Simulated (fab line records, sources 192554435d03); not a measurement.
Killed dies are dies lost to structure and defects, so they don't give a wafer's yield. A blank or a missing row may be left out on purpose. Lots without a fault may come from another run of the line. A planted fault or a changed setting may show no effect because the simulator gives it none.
Which tool did it? | flow n5_finfet | 24 lots, 72 wafers sampled, at 6 steps of a route of 1938

WHAT THE GAUGES READ, wafer by wafer
N5_BEOL_M6_INSPECT_13: inspects for defects (brightfield). Usual: raw_defect_count 390, standard deviation 86.
lot  | measured     | on                | raw_defect_count | flag
L074 | day 9 09:02  | defect_inspect-02 | 437 389 451      |
L077 | day 9 19:00  | defect_inspect-02 | 306 338 334      |
L076 | day 9 19:21  | defect_inspect-02 | 442 452 328      |
L075 | day 9 23:21  | defect_inspect-02 | 525 552 323      |
L079 | day 9 23:23  | defect_inspect-01 | 531 386 413      |
L078 | day 10 02:59 | defect_inspect-02 | 335 551 394      |
L080 | day 11 01:37 | defect_inspect-01 | 499 494 340      |
L081 | day 11 08:10 | defect_inspect-01 | 426 221 322      |
L082 | day 12 04:37 | defect_inspect-01 | 344 382 396      |
L085 | day 12 06:40 | defect_inspect-01 | 374 311 298      |
L084 | day 13 11:52 | defect_inspect-02 | 431 359 432      |
L086 | day 13 16:30 | defect_inspect-01 | 393 313 445      |
L089 | day 14 02:38 | defect_inspect-01 | 436 289 335      |
L083 | day 14 04:52 | defect_inspect-01 | 526 374 506      |
L087 | day 14 08:42 | defect_inspect-01 | 382 362 404      |
L088 | day 14 13:10 | defect_inspect-02 | 284 325 342      |
L090 | day 14 19:39 | defect_inspect-02 | 373 526 350      |
L093 | day 15 08:23 | defect_inspect-02 | 279 263 254      |
L092 | day 15 11:38 | defect_inspect-02 | 474 406 428      |
L091 | day 15 14:58 | defect_inspect-01 | 292 330 370      |
L094 | day 15 15:14 | defect_inspect-01 | 306 443 276      |
L097 | day 16 05:59 | defect_inspect-02 | 267 455 295      |
L095 | day 16 06:24 | defect_inspect-02 | 356 448 452      |
L096 | day 16 15:19 | defect_inspect-02 | 353 327 379      |

N5_BEOL_M7_INSPECT_13: inspects for defects (brightfield). Usual: raw_defect_count 410, standard deviation 78.
lot  | measured     | on                | raw_defect_count | flag
L074 | day 9 16:26  | defect_inspect-02 | 350 449 387      |
L077 | day 10 04:31 | defect_inspect-01 | 526 413 451      |
L076 | day 10 03:32 | defect_inspect-01 | 417 423 520      |
L075 | day 10 07:14 | defect_inspect-02 | 380 349 370      |
L079 | day 10 07:04 | defect_inspect-02 | 523 466 319      |
L078 | day 10 16:37 | defect_inspect-01 | 465 372 401      |
L080 | day 11 11:11 | defect_inspect-01 | 310 408 291      |
L081 | day 11 16:28 | defect_inspect-02 | 523 494 407      |
L082 | day 12 12:19 | defect_inspect-01 | 469 492 370      |
L085 | day 12 14:37 | defect_inspect-01 | 476 427 444      |
L084 | day 13 20:08 | defect_inspect-02 | 490 441 333      |
L086 | day 14 01:26 | defect_inspect-01 | 478 358 362      |
L089 | day 14 11:37 | defect_inspect-02 | 457 434 422      |
L083 | day 14 14:23 | defect_inspect-01 | 281 340 482      |
L087 | day 14 19:14 | defect_inspect-01 | 411 407 395      |
L088 | day 14 22:38 | defect_inspect-02 | 315 342 271      |
L090 | day 15 05:24 | defect_inspect-01 | 340 535 437      |
L093 | day 15 15:17 | defect_inspect-02 | 374 312 299      |
L092 | day 15 21:25 | defect_inspect-02 | 446 534 496      |
L091 | day 16 02:09 | defect_inspect-02 | 394 313 375      |
L094 | day 16 01:52 | defect_inspect-01 | 310 309 436      |
L097 | day 16 13:58 | defect_inspect-02 | 501 499 449      |
L095 | day 16 14:07 | defect_inspect-02 | 451 492 351      |
L096 | day 17 02:53 | defect_inspect-01 | 599 404 377      |

WHICH TOOL RAN EACH LOT (tool, then ch and the chambers of the sampled wafers, then the start)
lot  | N5_BEOL_M6_ETCH_66                 | N5_BEOL_M6_ETCH_41                            | N5_BEOL_M6_CURE_75            | N5_BEOL_M6_ALD_77
L074 | rie_diel-05 ch 0,1, day 9 11:52    | rie_diel-05 ch 0,1, day 9 12:25 or earlier    | uv_cure-02 ch 0, day 9 12:25  | ald_metal-02 ch 1,2, day 9 13:07
L077 | rie_diel-05 ch 0,2,3, day 9 23:17  | rie_diel-05 ch 0,2,3, day 9 23:53 or earlier  | uv_cure-01 ch 2, day 9 23:53  | ald_metal-01 ch 0,1, day 10 01:35
L076 | rie_diel-05 ch 0,2,3, day 9 22:32  | rie_diel-05 ch 0,2,3, day 9 23:05 or earlier  | uv_cure-03 ch 0, day 9 23:05  | ald_metal-02 ch 1,2,3, day 9 23:37
L075 | rie_diel-05 ch 0,2,3, day 10 01:34 | rie_diel-05 ch 0,2,3, day 10 02:29 or earlier | uv_cure-02 ch 1, day 10 02:29 | ald_metal-02 ch 0,1,3, day 10 02:55
L079 | rie_diel-04 ch 1,3, day 10 01:22   | rie_diel-04 ch 1,3, day 10 02:08 or earlier   | uv_cure-01 ch 2, day 10 02:08 | ald_metal-01 ch 0,1,3, day 10 02:38
L078 | rie_diel-05 ch 2,3, day 10 09:01   | rie_diel-05 ch 2,3, day 10 09:44 or earlier   | uv_cure-03 ch 2, day 10 09:44 | ald_metal-01 ch 0,1,2, day 10 11:55
L080 | rie_diel-04 ch 1,2, day 11 06:01   | rie_diel-04 ch 1,2, day 11 06:33 or earlier   | uv_cure-01 ch 1, day 11 06:33 | ald_metal-01 ch 0,3, day 11 07:01
L081 | rie_diel-01 ch 1,2,3, day 11 10:36 | rie_diel-01 ch 1,2,3, day 11 11:12 or earlier | uv_cure-01 ch 2, day 11 11:12 | ald_metal-01 ch 0,1, day 11 11:42
L082 | rie_diel-05 ch 0,2,3, day 12 06:49 | rie_diel-05 ch 0,2,3, day 12 07:25 or earlier | uv_cure-02 ch 2, day 12 07:25 | ald_metal-03 ch 0,2, day 12 09:27
L085 | rie_diel-05 ch 1,2,3, day 12 09:47 | rie_diel-05 ch 1,2,3, day 12 10:23 or earlier | uv_cure-02 ch 1, day 12 10:23 | ald_metal-03 ch 0,2,3, day 12 10:52
L084 | rie_diel-01 ch 0,1,3, day 13 14:16 | rie_diel-01 ch 0,1,3, day 13 14:52 or earlier | uv_cure-03 ch 1, day 13 14:52 | ald_metal-02 ch 1,2,3, day 13 15:27
L086 | rie_diel-04 ch 1,2,3, day 13 18:49 | rie_diel-04 ch 1,2,3, day 13 19:25 or earlier | uv_cure-03 ch 0, day 13 19:25 | ald_metal-01 ch 0,2, day 13 20:13
L089 | rie_diel-05 ch 0,3, day 14 03:52   | rie_diel-05 ch 0,3, day 14 04:28 or earlier   | uv_cure-03 ch 1, day 14 04:28 | ald_metal-01 ch 0,2, day 14 05:04
L083 | rie_diel-01 ch 0,1,2, day 14 06:46 | rie_diel-01 ch 0,1,2, day 14 07:43 or earlier | uv_cure-02 ch 1, day 14 07:43 | ald_metal-02 ch 1,3, day 14 08:45
L087 | rie_diel-05 ch 0,2, day 14 10:54   | rie_diel-05 ch 0,2, day 14 11:34 or earlier   | uv_cure-03 ch 0, day 14 11:34 | ald_metal-03 ch 0,1,2, day 14 12:01
L088 | rie_diel-05 ch 0,2,3, day 14 18:07 | rie_diel-05 ch 0,2,3, day 14 18:39 or earlier | uv_cure-03 ch 1, day 14 18:39 | ald_metal-01 ch 1,2,3, day 14 19:06
L090 | rie_diel-04 ch 0,2, day 14 21:27   | rie_diel-04 ch 0,2, day 14 22:03 or earlier   | uv_cure-02 ch 0, day 14 22:03 | ald_metal-03 ch 0,1,2, day 14 22:33
L093 | rie_diel-01 ch 0,1,2, day 15 09:52 | rie_diel-01 ch 0,1,2, day 15 10:36 or earlier | uv_cure-01 ch 2, day 15 10:36 | ald_metal-02 ch 0,3, day 15 11:29
L092 | rie_diel-01 ch 0,2,3, day 15 14:18 | rie_diel-01 ch 0,2,3, day 15 14:59 or earlier | uv_cure-02 ch 1, day 15 14:59 | ald_metal-02 ch 0,1, day 15 17:39
L091 | rie_diel-05 ch 0,3, day 15 17:52   | rie_diel-05 ch 0,3, day 15 18:30 or earlier   | uv_cure-01 ch 2, day 15 18:30 | ald_metal-02 ch 0,2, day 15 20:13
L094 | rie_diel-04 ch 0,2,3, day 15 17:34 | rie_diel-04 ch 0,2,3, day 15 18:07 or earlier | uv_cure-02 ch 1, day 15 18:07 | ald_metal-01 ch 0,1,3, day 15 18:55
L097 | rie_diel-01 ch 1,2, day 16 08:14   | rie_diel-01 ch 1,2, day 16 09:03 or earlier   | uv_cure-02 ch 1, day 16 09:03 | ald_metal-03 ch 1,2,3, day 16 09:48
L095 | rie_diel-04 ch 1,2, day 16 08:37   | rie_diel-04 ch 1,2, day 16 09:20 or earlier   | uv_cure-01 ch 0, day 16 09:20 | ald_metal-02 ch 0,2,3, day 16 09:53
L096 | rie_diel-01 ch 0,1,3, day 16 18:11 | rie_diel-01 ch 0,1,3, day 16 18:56 or earlier | uv_cure-01 ch 0, day 16 18:56 | ald_metal-03 ch 0,2, day 16 19:41
- N5_BEOL_M6_ETCH_66: etches SOC in N2/H2, target depth 80 nm, overetch 16 nm, time 120 s.
- N5_BEOL_M6_ETCH_41: etches SiCN in CH3F/O2, target depth 29.7 nm, time 52 s.
- N5_BEOL_M6_CURE_75: cures SiCOH lowk, time 120 s.
- N5_BEOL_M6_ALD_77: deposits TaN, target thk 2 nm, pulse time 2 s, purge time 3 s.

WHAT THE TOOLS THEMSELVES READ (means of the sampled wafers that have a number; where no wafer has one, the mark that the record gives instead)
N5_BEOL_M6_ETCH_66. Usual: drypump_motor_current_A 5.9 A, standard deviation 0.47; oes_product_au 0.60 a.u., standard deviation 0.05; rf_vpp_V 524.0 V, standard deviation 2.1; showerhead_plenum_p_Torr 2.54 Torr, standard deviation 0.074; throttle_valve_pct 17.92 %, standard deviation 0.24.
lot  | tool        | drypump_motor_current_A (A) | oes_product_au (a.u.) | rf_vpp_V (V) | showerhead_plenum_p_Torr (Torr) | throttle_valve_pct (%) | flag
L074 | rie_diel-05 | 6.3                         | 0.60                  | 524.8        | 2.60                            | 17.84                  |
L077 | rie_diel-05 | 5.9                         | 0.60                  | 524.5        | 2.59                            | 18.01                  |
L076 | rie_diel-05 | 5.9                         | 0.60                  | 524.8        | 2.59                            | 17.99                  |
L075 | rie_diel-05 | 5.9                         | 0.60                  | 525.4        | 2.59                            | 18.02                  |
L079 | rie_diel-04 | 6.0                         | 0.72                  | 523.2        | 2.53                            | 17.62                  |
L078 | rie_diel-05 | 6.0                         | 0.59                  | 522.6        | 2.51                            | 18.00                  |
L080 | rie_diel-04 | 5.8                         | 0.59                  | 523.1        | 2.51                            | 17.96                  |
L081 | rie_diel-01 | 5.3                         | 0.61                  | 524.2        | 2.55                            | 17.87                  |
L082 | rie_diel-05 | 5.9                         | 0.58                  | 525.7        | 2.58                            | 18.05                  |
L085 | rie_diel-05 | 6.2                         | 0.57                  | 524.0        | 2.53                            | 17.98                  |
L084 | rie_diel-01 | 5.8                         | 0.57                  | 522.0        | 2.51                            | 18.05                  |
L086 | rie_diel-04 | 5.8                         | 0.61                  | 524.0        | 2.52                            | 17.87                  |
L089 | rie_diel-05 | 5.9                         | 0.59                  | 523.4        | 2.52                            | 18.01                  |
L083 | rie_diel-01 | 5.7                         | 0.61                  | 522.8        | 2.52                            | 17.77                  |
L087 | rie_diel-05 | 5.8                         | 0.58                  | 527.3        | 2.65                            | 18.08                  |
L088 | rie_diel-05 | 5.9                         | 0.58                  | 524.1        | 2.57                            | 18.08                  |
L090 | rie_diel-04 | 5.7                         | 0.56                  | 523.6        | 2.54                            | 18.02                  |
L093 | rie_diel-01 | 5.7                         | 0.61                  | 523.3        | 2.52                            | 17.78                  |
L092 | rie_diel-01 | 5.6                         | 0.61                  | 523.7        | 2.53                            | 17.81                  |
L091 | rie_diel-05 | 5.8                         | 0.59                  | 526.1        | 2.58                            | 18.04                  |
L094 | rie_diel-04 | 5.7                         | 0.60                  | 524.9        | 2.56                            | 17.90                  |
L097 | rie_diel-01 | 5.2                         | 0.62                  | 523.3        | 2.56                            | 17.63                  |
L095 | rie_diel-04 | 5.7                         | 0.56                  | 523.3        | 2.49                            | 18.03                  |
L096 | rie_diel-01 | 5.8                         | 0.56                  | 523.1        | 2.50                            | 18.09                  |

N5_BEOL_M6_ETCH_41. Usual: drypump_motor_current_A 5.9 A, standard deviation 0.47; oes_product_au 0.78 a.u., standard deviation 0.07; rf_vpp_V 297.4 V, standard deviation 1.5; showerhead_plenum_p_Torr 2.00 Torr, standard deviation 0.056; throttle_valve_pct 16.42 %, standard deviation 0.23.
lot  | tool        | drypump_motor_current_A (A) | oes_product_au (a.u.) | rf_vpp_V (V) | showerhead_plenum_p_Torr (Torr) | throttle_valve_pct (%) | flag
L074 | rie_diel-05 | 6.3                         | 0.78                  | 299.1        | 2.04                            | 16.27                  |
L077 | rie_diel-05 | 5.9                         | 0.77                  | 298.5        | 2.03                            | 16.52                  |
L076 | rie_diel-05 | 5.9                         | 0.78                  | 298.6        | 2.03                            | 16.52                  |
L075 | rie_diel-05 | 5.9                         | 0.77                  | 298.0        | 2.03                            | 16.52                  |
L079 | rie_diel-04 | 6.0                         | 0.95                  | 296.7        | 1.99                            | 16.10                  |
L078 | rie_diel-05 | 6.0                         | 0.77                  | 297.5        | 1.97                            | 16.57                  |
L080 | rie_diel-04 | 5.8                         | 0.76                  | 297.0        | 1.98                            | 16.49                  |
L081 | rie_diel-01 | 5.3                         | 0.82                  | 297.7        | 2.01                            | 16.38                  |
L082 | rie_diel-05 | 5.9                         | 0.76                  | 298.4        | 2.03                            | 16.56                  |
L085 | rie_diel-05 | 6.2                         | 0.74                  | 297.3        | 1.99                            | 16.49                  |
L084 | rie_diel-01 | 5.8                         | 0.75                  | 296.2        | 1.97                            | 16.54                  |
L086 | rie_diel-04 | 5.7                         | 0.80                  | 297.0        | 1.99                            | 16.36                  |
L089 | rie_diel-05 | 5.8                         | 0.77                  | 296.8        | 1.98                            | 16.53                  |
L083 | rie_diel-01 | 5.7                         | 0.80                  | 296.4        | 1.99                            | 16.30                  |
L087 | rie_diel-05 | 5.8                         | 0.74                  | 299.2        | 2.08                            | 16.56                  |
L088 | rie_diel-05 | 5.9                         | 0.75                  | 298.0        | 2.02                            | 16.60                  |
L090 | rie_diel-04 | 5.7                         | 0.73                  | 297.2        | 2.00                            | 16.54                  |
L093 | rie_diel-01 | 5.7                         | 0.79                  | 296.9        | 1.99                            | 16.31                  |
L092 | rie_diel-01 | 5.6                         | 0.80                  | 296.8        | 1.99                            | 16.35                  |
L091 | rie_diel-05 | 5.8                         | 0.76                  | 298.7        | 2.03                            | 16.55                  |
L094 | rie_diel-04 | 5.7                         | 0.78                  | 297.0        | 2.01                            | 16.38                  |
L097 | rie_diel-01 | 5.2                         | 0.82                  | 298.3        | 2.02                            | 16.21                  |
L095 | rie_diel-04 | 5.7                         | 0.73                  | 296.3        | 1.97                            | 16.56                  |
L096 | rie_diel-01 | 5.8                         | 0.73                  | 296.5        | 1.96                            | 16.58                  |

N5_BEOL_M6_CURE_75. Usual: lamp_power_pct 52.31 %, standard deviation 0.054; wafer_temp_C_max 371.7, standard deviation 0.69.
lot  | tool       | lamp_power_pct (%) | wafer_temp_C_max | flag
L074 | uv_cure-02 | 52.25              | 371.2            |
L077 | uv_cure-01 | 52.30              | 371.2            |
L076 | uv_cure-03 | 52.34              | 371.6            |
L075 | uv_cure-02 | 52.28              | 373.2            |
L079 | uv_cure-01 | 52.30              | 371.6            |
L078 | uv_cure-03 | 52.31              | 372.1            |
L080 | uv_cure-01 | 52.26              | 370.9            |
L081 | uv_cure-01 | 52.40              | 371.3            |
L082 | uv_cure-02 | 52.30              | 372.2            |
L085 | uv_cure-02 | 52.29              | 372.4            |
L084 | uv_cure-03 | 52.29              | 371.3            |
L086 | uv_cure-03 | 52.30              | 371.6            |
L089 | uv_cure-03 | 52.38              | 371.0            |
L083 | uv_cure-02 | 52.29              | 372.5            |
L087 | uv_cure-03 | 52.32              | 371.0            |
L088 | uv_cure-03 | 52.36              | 371.2            |
L090 | uv_cure-02 | 52.31              | 371.2            |
L093 | uv_cure-01 | 52.29              | 371.6            |
L092 | uv_cure-02 | 52.31              | 371.9            |
L091 | uv_cure-01 | 52.31              | 370.9            |
L094 | uv_cure-02 | 52.31              | 372.8            |
L097 | uv_cure-02 | 52.26              | 372.8            |
L095 | uv_cure-01 | 52.29              | 372.5            |
L096 | uv_cure-01 | 52.30              | 372.1            |

N5_BEOL_M6_ALD_77. Usual: heater_power_w 421 W, standard deviation 41; precursor_vessel_carrier_sccm 1000.3 sccm, standard deviation 2.8.
lot  | tool         | heater_power_w (W) | precursor_vessel_carrier_sccm (sccm) | flag
L074 | ald_metal-02 | 443                | 1000.0                               |
L077 | ald_metal-01 | 386                | 1001.9                               |
L076 | ald_metal-02 | 429                | 1000.1                               |
L075 | ald_metal-02 | 425                | 1001.3                               |
L079 | ald_metal-01 | 408                | 1000.8                               |
L078 | ald_metal-01 | 421                | 997.0                                |
L080 | ald_metal-01 | 446                | 1000.7                               |
L081 | ald_metal-01 | 387                | 1002.3                               |
L082 | ald_metal-03 | 442                | 997.5                                |
L085 | ald_metal-03 | 420                | 1001.4                               |
L084 | ald_metal-02 | 430                | 1000.0                               |
L086 | ald_metal-01 | 452                | 999.0                                |
L089 | ald_metal-01 | 456                | 1002.6                               |
L083 | ald_metal-02 | 422                | 1000.0                               |
L087 | ald_metal-03 | 421                | 998.1                                |
L088 | ald_metal-01 | 394                | 1001.0                               |
L090 | ald_metal-03 | 418                | 996.9                                |
L093 | ald_metal-02 | 418                | 998.6                                |
L092 | ald_metal-02 | 442                | 1002.0                               |
L091 | ald_metal-02 | 450                | 998.2                                |
L094 | ald_metal-01 | 409                | 1000.8                               |
L097 | ald_metal-03 | 375                | 1001.9                               |
L095 | ald_metal-02 | 431                | 1003.1                               |
L096 | ald_metal-03 | 440                | 998.9                                |

THE ANSWER, worked out from the rows above alone
Rule: a lot is off if the mean of its wafers that have a number lies more than 3 standard deviations from the usual mean. A lot without any number at a reading at which 4 lots or more have one is off too. The other lots that the step has rows for count as sound. The gauges are gone through in route order, then the tools' own readings, and for those a lot's mean is taken as printed above. The first step at which some lot is off is used, and at that step the reading that is off furthest; a lot without a number counts as furthest.
No lot is off at any reading shown: from this, nothing can be told.

WHAT THE SIMULATOR HAD PUT IN
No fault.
